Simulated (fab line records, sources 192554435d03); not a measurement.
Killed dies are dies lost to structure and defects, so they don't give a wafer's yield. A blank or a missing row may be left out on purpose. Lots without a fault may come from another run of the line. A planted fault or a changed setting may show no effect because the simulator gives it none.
Which tool did it? | flow n5_finfet | 10 lots, 30 wafers sampled, at 7 steps of a route of 1938

WHAT THE GAUGES READ, wafer by wafer
N5_BEOL_M3_CD_MEAS_11: target cd 17.05 nm.
lot  | measured     | on        | cd_nm (nm)
L412 | day 7 06:37  | cd_sem-02 | 17.11 17.09 17.00
L413 | day 7 07:40  | cd_sem-01 | 16.32 16.42 16.55
L416 | day 7 20:50  | cd_sem-01 | 16.97 16.83 16.66
L420 | day 9 11:19  | cd_sem-01 | 18.83 18.01 18.09
L421 | day 9 15:38  | cd_sem-01 | 18.20 18.22 17.97
L422 | day 10 00:28 | cd_sem-03 | 17.74 17.97 17.89
L424 | day 10 13:23 | cd_sem-02 | 16.93 16.99 17.02
L425 | day 10 16:46 | cd_sem-02 | 17.32 17.09 17.04
L432 | day 12 04:28 | cd_sem-01 | 16.88 17.07 16.93
L433 | day 12 06:59 | cd_sem-01 | 16.85 17.17 17.01

N5_BEOL_M3_CD_MEAS_18: pitch 36 nm, target cd 18 nm.
lot  | measured     | on        | cd_nm (nm)
L412 | day 7 08:29  | cd_sem-01 | 17.9 18.3 18.4
L413 | day 7 08:44  | cd_sem-02 | 17.9 17.6 17.8
L416 | day 7 22:17  | cd_sem-02 | 17.9 18.1 18.4
L420 | day 9 11:52  | cd_sem-03 | 19.7 19.5 18.8
L421 | day 9 16:11  | cd_sem-01 | 19.1 18.6 19.1
L422 | day 10 01:01 | cd_sem-03 | 19.2 19.3 19.2
L424 | day 10 13:56 | cd_sem-01 | 17.5 17.5 18.0
L425 | day 10 17:26 | cd_sem-03 | 18.2 18.4 18.3
L432 | day 12 05:08 | cd_sem-01 | 18.0 17.7 18.1
L433 | day 12 07:32 | cd_sem-01 | 17.9 18.4 18.4

N5_BEOL_M4_RC_MEAS_101.
lot  | measured     | on        | DIBL_N (mV/V)  | DIBL_P (mV/V)  | IOFF_N (nA/um) | IOFF_P (nA/um) | ION_N (uA/um) | ION_P (uA/um) | SS_N (mV/dec)  | SS_P (mV/dec)  | VT_N (mV)   | VT_P (mV)
L412 | day 8 07:15  | prober-02 | 36.1 36.0 36.9 | 36.1 35.6 36.0 | 0.17 0.16 0.17 | 0.21 0.21 0.21 | 676 670 689   | 463 457 465   | 71.7 71.8 71.4 | 73.4 73.3 74.3 | 248 249 247 | -253 -250 -252
L413 | day 8 07:31  | prober-01 | 35.3 38.5 36.4 | 35.4 38.8 37.1 | 0.15 0.21 0.16 | 0.19 0.24 0.23 | 674 687 674   | 457 461 465   | 71.6 72.6 71.7 | 73.0 73.6 73.4 | 249 245 250 | -251 -249 -247
L416 | day 9 09:04  | prober-02 | 36.3 36.1 38.2 | 36.9 37.0 39.6 | 0.17 0.17 0.23 | 0.21 0.21 0.27 | 683 677 687   | 459 457 465   | 71.6 71.6 72.3 | 73.3 73.4 74.0 | 250 249 243 | -253 -253 -249
L422 | day 10 18:57 | prober-01 | 35.4 35.0 35.7 | 36.1 35.7 36.6 | 0.14 0.14 0.14 | 0.17 0.17 0.18 | 667 676 664   | 452 460 452   | 71.0 71.0 71.4 | 73.5 72.2 73.3 | 253 251 254 | -256 -255 -255
L424 | day 11 10:46 | prober-01 | 36.6 36.2 33.7 | 36.1 34.7 32.1 | 0.16 0.15 0.12 | 0.22 0.19 0.16 | 667 665 658   | 463 457 448   | 71.8 71.3 70.5 | 73.7 72.7 72.8 | 249 253 252 | -248 -249 -251
L425 | day 11 15:33 | prober-01 | 37.8 34.7 35.8 | 38.7 34.4 36.0 | 0.20 0.13 0.15 | 0.28 0.20 0.23 | 680 676 672   | 468 463 462   | 71.4 71.5 71.4 | 73.7 73.3 73.7 | 248 253 249 | -247 -250 -250
L432 | day 13 07:11 | prober-02 | 35.3 37.0 37.0 | 34.9 37.4 35.8 | 0.15 0.18 0.18 | 0.23 0.26 0.23 | 667 670 675   | 470 470 465   | 71.1 71.5 71.3 | 73.2 73.6 73.6 | 253 247 249 | -247 -247 -247
L433 | day 13 12:44 | prober-01 | 36.8 38.2 37.3 | 35.8 38.7 36.1 | 0.18 0.21 0.17 | 0.22 0.29 0.23 | 676 685 675   | 465 469 462   | 71.4 72.2 71.9 | 73.6 74.5 73.7 | 247 244 249 | -247 -246 -249

WHICH TOOL RAN EACH LOT (tool, then ch and the chambers of the sampled wafers, then the start)
lot  | N5_BEOL_M2_SPUTTER_94        | N5_BEOL_M2_CMP_52             | N5_BEOL_M3_HM_DEP_02         | N5_BEOL_M3_EXPOSE_08
L412 | pvd_sputter-01, day 7 03:44  | cmp-02 ch 0,1,2, day 7 04:29  | pvd_sputter-02, day 7 06:05  | euv_scanner-02 ch 0, day 7 06:29
L413 | pvd_sputter-03, day 7 04:49  | cmp-01 ch 1,2, day 7 05:34    | pvd_sputter-01, day 7 07:09  | euv_scanner-01 ch 0, day 7 07:32
L416 | pvd_sputter-01, day 7 17:43  | cmp-01 ch 0,1,3, day 7 18:32  | pvd_sputter-03, day 7 20:19  | euv_scanner-01 ch 0, day 7 20:43
L420 | pvd_sputter-03, day 9 08:58  | cmp-01 ch 2,3, day 9 09:40    | pvd_sputter-02, day 9 10:46  | euv_scanner-01 ch 0, day 9 11:11
L421 | pvd_sputter-01, day 9 12:55  | cmp-02 ch 1,2,3, day 9 13:47  | pvd_sputter-01, day 9 15:15  | euv_scanner-01 ch 0, day 9 15:31
L422 | pvd_sputter-03, day 9 21:56  | cmp-03 ch 1,2, day 9 22:44    | pvd_sputter-01, day 10 00:04 | euv_scanner-01 ch 0, day 10 00:20
L424 | pvd_sputter-02, day 10 09:26 | cmp-02 ch 1,2,3, day 10 11:10 | pvd_sputter-01, day 10 12:52 | euv_scanner-02 ch 0, day 10 13:15
L425 | pvd_sputter-02, day 10 11:16 | cmp-01 ch 1,2, day 10 13:45   | pvd_sputter-02, day 10 16:22 | euv_scanner-02 ch 0, day 10 16:38
L432 | pvd_sputter-02, day 12 01:23 | cmp-02 ch 0,1, day 12 02:05   | pvd_sputter-01, day 12 03:57 | euv_scanner-02 ch 0, day 12 04:21
L433 | pvd_sputter-02, day 12 04:36 | cmp-03 ch 0,1,2, day 12 05:21 | pvd_sputter-02, day 12 06:36 | euv_scanner-02 ch 0, day 12 06:52
- N5_BEOL_M2_SPUTTER_94: material Cu, target thk 4.5 nm, time 8.29 s.
- N5_BEOL_M2_CMP_52: polishes, stops on SiOC, t overpolish 6.8 s, target thk 40 nm.
- N5_BEOL_M3_HM_DEP_02: deposits TiN, target thk 20 nm.
- N5_BEOL_M3_EXPOSE_08: exposes mask M3.

WHAT THE TOOLS THEMSELVES READ (means of the sampled wafers that have a number; where no wafer has one, the mark that the record gives instead)
N5_BEOL_M2_SPUTTER_94.
lot  | tool           | throttle_valve_pct (%)
L412 | pvd_sputter-01 | 29.9
L413 | pvd_sputter-03 | 30.2
L416 | pvd_sputter-01 | 29.6
L420 | pvd_sputter-03 | 29.8
L421 | pvd_sputter-01 | 30.3
L422 | pvd_sputter-03 | 29.5
L424 | pvd_sputter-02 | 29.8
L425 | pvd_sputter-02 | 29.9
L432 | pvd_sputter-02 | 29.6
L433 | pvd_sputter-02 | 29.2

N5_BEOL_M2_CMP_52.
lot  | tool   | barrier_field_endpoint_s (s) | motor_current_A (A) | overpolish_run_s (s) | retaining_ring_pressure_frac | time_to_endpoint_s (s)
L412 | cmp-02 | 24.0                         | 6.1                 | 6.811                | 0.999                        | 58
L413 | cmp-01 | 25.5                         | 6.7                 | 6.803                | 0.999                        | 65
L416 | cmp-01 | 25.1                         | 5.9                 | 6.815                | 1.002                        | 64
L420 | cmp-01 | 24.9                         | 6.1                 | 6.805                | 0.994                        | 61
L421 | cmp-02 | 23.8                         | 6.4                 | 6.803                | 0.997                        | 59
L422 | cmp-03 | 24.4                         | 6.3                 | 6.800                | 0.998                        | 62
L424 | cmp-02 | 24.3                         | 6.3                 | 6.798                | 0.995                        | 59
L425 | cmp-01 | 24.4                         | 6.6                 | 6.800                | 1.001                        | 63
L432 | cmp-02 | 24.6                         | 6.4                 | 6.800                | 0.998                        | 61
L433 | cmp-03 | 25.3                         | 6.1                 | 6.798                | 1.002                        | 64

N5_BEOL_M3_HM_DEP_02.
lot  | tool           | throttle_valve_pct (%)
L412 | pvd_sputter-02 | 29.4
L413 | pvd_sputter-01 | 30.5
L416 | pvd_sputter-03 | 29.5
L420 | pvd_sputter-02 | 29.6
L421 | pvd_sputter-01 | 31.1
L422 | pvd_sputter-01 | 30.5
L424 | pvd_sputter-01 | 30.4
L425 | pvd_sputter-02 | 29.0
L432 | pvd_sputter-01 | 30.8
L433 | pvd_sputter-02 | 29.7

N5_BEOL_M3_EXPOSE_08.
lot  | tool           | exposure_dose_mJ_cm2
L412 | euv_scanner-02 | 33.02
L413 | euv_scanner-01 | 33.01
L416 | euv_scanner-01 | 32.99
L420 | euv_scanner-01 | 35.47
L421 | euv_scanner-01 | 34.93
L422 | euv_scanner-01 | 34.61
L424 | euv_scanner-02 | 33.03
L425 | euv_scanner-02 | 33.02
L432 | euv_scanner-02 | 33.00
L433 | euv_scanner-02 | 33.02

THE ANSWER, worked out from the rows above alone
Rule: what is usual is taken from the lots themselves. Put in order of their means at a reading, lots are off if they are a third of the lots or fewer, leave a main group of 4 or more, and stand apart from it by a gap of 3 or more times the standard deviation of the main group's means; of several such gaps the widest counts. A main group whose means are all the same, to the digits that the tables above print for the reading, isn't used. A lot without any number at a reading at which 4 lots or more have one is off too. The other lots that the step has rows for count as sound. The gauges are gone through in route order, then the tools' own readings, and for those a lot's mean is taken as printed above. The first step at which some lot is off is used, and at that step the reading that is off furthest; a lot without a number counts as furthest.
Off: L420, L421, L422, at N5_BEOL_M3_CD_MEAS_11 (cd_nm). The main group: mean 16.92 nm, standard deviation 0.22.
A tool fits if, at a process step before that reading, it ran every lot that is off, and no sound lot after the first of them. The gauges at N5_BEOL_M3_CD_MEAS_11 aren't tried: what is off there is off at N5_BEOL_M3_EXPOSE_08 too, on other tools, and a gauge's error can't cause that. One fits: euv_scanner-01 at N5_BEOL_M3_EXPOSE_08. Its last sound lot is L416 (day 7 20:43), its first lot that is off L420 (day 9 11:11): a fault that began between those two fits.
The tool's own readings at N5_BEOL_M3_EXPOSE_08 bear it out: on the lots that are off they differ by more than 5 times the standard deviation of the sound lots' means. exposure_dose_mJ_cm2 reads 35.00 there against 33.01 on the sound lots.

WHAT THE SIMULATOR HAD PUT IN
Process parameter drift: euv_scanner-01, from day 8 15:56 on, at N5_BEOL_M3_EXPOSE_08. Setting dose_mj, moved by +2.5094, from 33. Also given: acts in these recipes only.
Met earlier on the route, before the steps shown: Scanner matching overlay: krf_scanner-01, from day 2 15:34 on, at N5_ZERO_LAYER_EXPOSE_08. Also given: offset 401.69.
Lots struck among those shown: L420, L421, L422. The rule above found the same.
